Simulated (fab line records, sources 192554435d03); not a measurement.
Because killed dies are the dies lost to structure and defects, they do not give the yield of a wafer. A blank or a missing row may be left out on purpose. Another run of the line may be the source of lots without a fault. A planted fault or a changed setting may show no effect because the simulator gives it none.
Chamber matching | flow n5_finfet | N5_BEOL_M7_ETCH_66 on rie_diel-04 has 4 sister chambers
The step etches SOC in N2/H2, target depth 80 nm, overetch 16 nm, time 120 s. 4 wafers are shown with their chamber, then 7 later ones without.

== WAFERS PAIRED WITH THEIR CHAMBERS ==
wafer  | chamber | drypump_motor_current_A (A)
L810.4 | 0       | 5.4
L818.4 | 3       | 5.5
L819.2 | 2       | 5.7
L819.5 | 1       | 5.4

== WAFERS WITH NO CHAMBER GIVEN ==
wafer  | drypump_motor_current_A (A)
L819.6 | 5.7
L822.2 | 5.4
L822.3 | 5.5
L822.4 | 5.4
L820.1 | 5.7
L820.4 | 5.3
L820.6 | 5.4

== EACH ONE'S CHAMBER ==
wafer  | from the rows above     | in truth
L819.6 | 2                       | 2
L822.2 | can't be placed: 0 or 1 | 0
L822.3 | 3                       | 3
L822.4 | can't be placed: 0 or 1 | 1
L820.1 | 2                       | 2
L820.4 | can't be placed: 0 or 1 | 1
L820.6 | can't be placed: 0 or 1 | 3
Correctly placed: 3 of 7. From these rows, 4 cannot be placed; in 3 the true chamber is one of the candidates. Placed wrongly: 0.
How it was worked out, from the rows above alone: a wafer's distance from a chamber is the root of the sum, over the readings, of the square of ((its reading less the chamber's mean) divided by the reading's scatter). If the next closest chamber is less than 2 further off than the closest, the wafer can't be placed; otherwise it belongs to the closest. For every chamber, the mean is computed from those of its wafers that are shown. The scatter (one wafer shown for each chamber): square how far every hidden wafer sits from the nearest shown wafer, average those squares and take the square root.
